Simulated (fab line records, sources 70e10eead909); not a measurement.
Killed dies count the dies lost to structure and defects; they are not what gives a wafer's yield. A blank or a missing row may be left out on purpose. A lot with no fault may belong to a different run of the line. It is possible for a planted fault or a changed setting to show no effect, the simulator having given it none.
Which of the tools did it? | flow nand-harc | 12 lots, 36 wafers sampled, at 6 steps of a route of 1302

## WHAT THE GAUGES SHOWED, per wafer
NHARC_A_BONDPAD_CD_MEAS_13.
lot  | measured     | on        | cd-nm (nm)
L943 | day 23 10:33 | cd-sem-03 | 498.5 497.7 497.4
L946 | day 24 12:17 | cd-sem-03 | 498.1 502.7 498.4
L945 | day 24 21:52 | cd-sem-02 | 498.2 498.5 496.3
L948 | day 25 16:13 | cd-sem-01 | 499.9 497.4 496.6
L952 | day 26 15:32 | cd-sem-02 | 497.8 500.4 499.4
L950 | day 26 16:44 | cd-sem-01 | 495.9 494.7 499.3
L951 | day 26 17:57 | cd-sem-03 | 500.3 497.6 500.0
L955 | day 28 19:04 | cd-sem-02 | 501.9 501.5 502.7
L956 | day 29 00:29 | cd-sem-01 | 499.2 501.9 500.7
L957 | day 29 01:05 | cd-sem-01 | 499.7 499.9 496.3
L958 | day 29 13:07 | cd-sem-01 | 503.9 502.0 503.2
L965 | day 32 15:18 | cd-sem-02 | 500.4 498.3 500.0

NHARC_A_BONDPAD_INSPECT_23.
lot  | measured     | on                | raw-defect-count
L943 | day 23 12:47 | defect-inspect-01 | 717 504 545
L946 | day 24 14:44 | defect-inspect-02 | 804 458 510
L945 | day 25 00:10 | defect-inspect-02 | 777 645 589
L948 | day 25 18:26 | defect-inspect-01 | 454 502 419
L952 | day 26 17:48 | defect-inspect-02 | 565 676 641
L950 | day 26 19:04 | defect-inspect-02 | 417 347 515
L951 | day 26 20:15 | defect-inspect-01 | 559 684 467
L955 | day 28 21:19 | defect-inspect-02 | 443 488 496
L956 | day 29 02:53 | defect-inspect-02 | 965 991 1020
L957 | day 29 03:20 | defect-inspect-01 | 401 516 607
L958 | day 29 15:20 | defect-inspect-01 | 814 871 1045
L965 | day 32 17:32 | defect-inspect-01 | 581 535 806

NHARC_END_SORT_01.
lot  | measured     | on        | defect-limited-yield (%) | killed-at-array | killed-at-other | killed-at-periphery | killed-dies | killed-open | killed-short
L943 | day 24 19:00 | prober-01 | 88.3 89.4 87.9           | 76 68 79        | 0 0 0           | 3 4 3               | 79 72 82    | 3 3 4       | 1 1 4
L946 | day 25 20:31 | prober-02 | 94.4 95.0 96.3           | 30 28 19        | 2 1 4           | 6 5 2               | 38 34 25    | 4 4 1       | 0 3 0
L945 | day 26 04:46 | prober-01 | 85.8 88.0 85.1           | 96 78 100       | 0 0 0           | 0 3 1               | 96 81 101   | 4 4 2       | 1 0 4
L948 | day 27 00:13 | prober-01 | 90.4 90.5 91.9           | 61 55 55        | 0 1 0           | 4 8 0               | 65 64 55    | 2 5 1       | 4 3 1
L952 | day 27 21:23 | prober-02 | 89.5 90.7 90.7           | 63 60 57        | 0 0 0           | 8 3 6               | 71 63 63    | 1 3 3       | 2 3 2
L950 | day 27 22:13 | prober-01 | 93.2 92.5 93.1           | 41 41 40        | 2 2 0           | 3 8 7               | 46 51 47    | 2 3 2       | 4 1 2
L951 | day 28 05:58 | prober-01 | 91.4 90.7 89.8           | 54 57 66        | 2 0 0           | 2 6 3               | 58 63 69    | 3 3 2       | 2 3 2
L955 | day 30 01:19 | prober-01 | 91.1 89.8 90.8           | 58 67 59        | 0 0 0           | 2 2 3               | 60 69 62    | 1 4 5       | 4 3 0
L956 | day 30 09:27 | prober-02 | 57.0 53.5 57.6           | 288 313 283     | 1 0 3           | 2 2 1               | 291 315 287 | 3 4 1       | 1 1 3
L957 | day 30 09:25 | prober-01 | 92.8 94.7 92.2           | 46 35 48        | 1 0 0           | 2 1 5               | 49 36 53    | 3 0 4       | 2 1 3
L958 | day 30 19:56 | prober-01 | 54.1 55.2 55.1           | 309 300 302     | 2 1 0           | 0 2 2               | 311 303 304 | 2 3 3       | 1 2 0
L965 | day 34 04:44 | prober-02 | 93.4 92.5 91.9           | 38 41 49        | 0 0 0           | 7 10 6              | 45 51 55    | 1 4 4       | 1 2 1

## WHICH TOOL RAN EACH LOT (tool, then ch and the chambers of the sampled wafers, then the start)
lot  | NHARC_A_BONDPAD_DESCUM_11          | NHARC_A_BONDPAD_CMP_19        | NHARC_HYBRID_BOND_ACTIVATE_00
L943 | rie-diel-05 ch 0,2,3, day 23 10:14 | cmp-01 ch 1,3, day 23 12:17   | rie-diel-01 ch 0,2, day 23 12:50
L946 | rie-diel-05 ch 0,1,2, day 24 11:58 | cmp-02 ch 0,2,3, day 24 14:11 | rie-diel-10 ch 0,1,2, day 24 14:47
L945 | rie-diel-03 ch 0,1,3, day 24 21:31 | cmp-04 ch 0,1,3, day 24 23:38 | rie-diel-01 ch 0,1,3, day 25 00:14
L948 | rie-diel-03 ch 2,3, day 25 15:54   | cmp-01 ch 0,1,3, day 25 17:59 | rie-diel-12 ch 1,3, day 25 18:31
L952 | rie-diel-03 ch 1,3, day 26 15:13   | cmp-01 ch 0,1,3, day 26 17:16 | rie-diel-01 ch 0,1,2, day 26 17:52
L950 | rie-diel-03 ch 0,1, day 26 16:26   | cmp-01 ch 0,1,2, day 26 18:34 | rie-diel-01 ch 2,3, day 26 19:07
L951 | rie-diel-03 ch 0,2,3, day 26 17:38 | cmp-02 ch 0,1,2, day 26 19:42 | rie-diel-12 ch 0,1,3, day 26 20:19
L955 | rie-diel-05 ch 0,1,3, day 28 18:46 | cmp-02 ch 1,3, day 28 20:49   | rie-diel-01 ch 0,2, day 28 21:24
L956 | rie-diel-03 ch 0,1,2, day 29 00:09 | cmp-02 ch 1,2, day 29 02:20   | rie-diel-01 ch 0,3, day 29 02:56
L957 | rie-diel-06 ch 0,2,3, day 29 00:46 | cmp-04 ch 1,2,3, day 29 02:47 | rie-diel-12 ch 1,2,3, day 29 03:25
L958 | rie-diel-03 ch 0,2, day 29 12:49   | cmp-02 ch 0,2, day 29 14:49   | rie-diel-10 ch 1,3, day 29 15:24
L965 | rie-diel-03 ch 0,3, day 32 14:59   | cmp-01 ch 0,2,3, day 32 17:02 | rie-diel-01 ch 1,2,3, day 32 17:37
- NHARC_A_BONDPAD_DESCUM_11: chemistry O2, time 3 s.
- NHARC_A_BONDPAD_CMP_19: polishes, t overpolish 30 s, cu recess touch 16 s, target thk 169.82 nm.
- NHARC_HYBRID_BOND_ACTIVATE_00: chemistry N2, time 60 s.

## WHAT THE TOOLS THEMSELVES READ (means of the sampled wafers that have a number; where no wafer has one, the mark that the record gives instead)
NHARC_A_BONDPAD_DESCUM_11.
lot  | tool        | drypump-motor-current-A (A) | oes-product-au (a.u.) | rf-vpp-V (V) | showerhead-plenum-p-Torr (Torr) | throttle-valve-pct (%)
L943 | rie-diel-05 | 6.0                         | 0.995                 | 56.0         | 1.87                            | 11.308
L946 | rie-diel-05 | 6.1                         | 0.995                 | 58.0         | 1.86                            | 11.314
L945 | rie-diel-03 | 5.6                         | 0.990                 | 58.2         | 1.91                            | 11.311
L948 | rie-diel-03 | 5.4                         | 1.003                 | 56.7         | 1.95                            | 11.316
L952 | rie-diel-03 | 5.4                         | 0.993                 | 56.4         | 1.94                            | 11.306
L950 | rie-diel-03 | 5.7                         | 0.993                 | 57.5         | 1.88                            | 11.297
L951 | rie-diel-03 | 5.5                         | 1.002                 | 58.3         | 1.92                            | 11.317
L955 | rie-diel-05 | 5.8                         | 1.005                 | 58.1         | 1.87                            | 11.315
L956 | rie-diel-03 | 5.8                         | 1.017                 | 57.7         | 1.93                            | 11.307
L957 | rie-diel-06 | 5.4                         | 1.014                 | 56.9         | 1.89                            | 11.307
L958 | rie-diel-03 | 5.6                         | 1.015                 | 57.0         | 1.89                            | 11.310
L965 | rie-diel-03 | 5.4                         | 1.004                 | 58.0         | 1.86                            | 11.309

NHARC_A_BONDPAD_CMP_19.
lot  | tool   | motor-current-A (A) | overpolish-run-s (s)
L943 | cmp-01 | 15.1                | 29.999
L946 | cmp-02 | 12.1                | 29.996
L945 | cmp-04 | 11.0                | 30.004
L948 | cmp-01 | 13.6                | 29.995
L952 | cmp-01 | 13.6                | 30.008
L950 | cmp-01 | 11.6                | 29.995
L951 | cmp-02 | 12.1                | 29.998
L955 | cmp-02 | 12.5                | 29.990
L956 | cmp-02 | 13.6                | 30.002
L957 | cmp-04 | 11.9                | 29.998
L958 | cmp-02 | 13.0                | 29.994
L965 | cmp-01 | 12.9                | 29.998

NHARC_HYBRID_BOND_ACTIVATE_00.
lot  | tool        | drypump-motor-current-A (A) | n2-flow-sccm (sccm) | oes-product-au (a.u.) | rf-vpp-V (V) | showerhead-plenum-p-Torr (Torr)
L943 | rie-diel-01 | 5.2                         | 199.6               | 0.994                 | 63.4         | 1.64
L946 | rie-diel-10 | 6.1                         | 200.4               | 0.994                 | 63.9         | 1.73
L945 | rie-diel-01 | 5.6                         | 200.1               | 1.003                 | 63.8         | 1.74
L948 | rie-diel-12 | 6.0                         | 200.2               | 0.999                 | 64.3         | 1.76
L952 | rie-diel-01 | 5.7                         | 200.0               | 1.000                 | 64.0         | 1.71
L950 | rie-diel-01 | 5.4                         | 200.0               | 0.991                 | 62.9         | 1.66
L951 | rie-diel-12 | 6.0                         | 200.0               | 1.003                 | 63.5         | 1.73
L955 | rie-diel-01 | 5.3                         | 199.8               | 0.996                 | 63.6         | 1.63
L956 | rie-diel-01 | 5.2                         | 199.9               | 1.003                 | 62.5         | 1.66
L957 | rie-diel-12 | 5.9                         | 199.7               | 0.987                 | 64.0         | 1.75
L958 | rie-diel-10 | 5.5                         | 199.6               | 1.003                 | 63.8         | 1.76
L965 | rie-diel-01 | 5.7                         | 200.3               | 1.005                 | 64.5         | 1.73

## THE ANSWER, worked out from the rows above alone
Rule: what is usual is taken from the lots themselves. The widest of any qualifying gaps counts: lots, ordered by their means at a reading, are off when they make up no more than a third of the lots, leave a main group of 4 or more, and stand apart from it by 3 or more times the standard deviation of that group's means. If all means in a main group match to the digits the tables above print for the reading, that group is not used. A lot without any number at a reading at which 4 lots or more have one is off too. The other lots that the step has rows for count as sound. The gauges are gone through in route order, then the tools' own readings, and for those a lot's mean is taken as printed above. The first step at which some lot is off is used, and at that step the reading that is off furthest; a lot without a number counts as furthest.
Off, at NHARC_A_BONDPAD_INSPECT_23 on raw-defect-count: L956, L958. The main group has a mean of 556 with a standard deviation of 79.
A tool fits if, at a process step before that reading, it ran every lot that is off, and no sound lot after the first of them. Not tried: the gauges at NHARC_A_BONDPAD_INSPECT_23; whatever is off there is also off at NHARC_END_SORT_01, on other tools, and gauge error can't account for it. One fits: NHARC_A_BONDPAD_CMP_19 on cmp-02. Its last sound lot is L955 (day 28 20:49), its first lot that is off L956 (day 29 02:20): a fault that began between those two fits.

## WHAT THE SIMULATOR HAD PUT IN
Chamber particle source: cmp-02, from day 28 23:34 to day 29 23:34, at NHARC_A_BONDPAD_CMP_19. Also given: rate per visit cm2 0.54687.
Shown lots that were struck: L956, L958. The rule above reached the same finding.
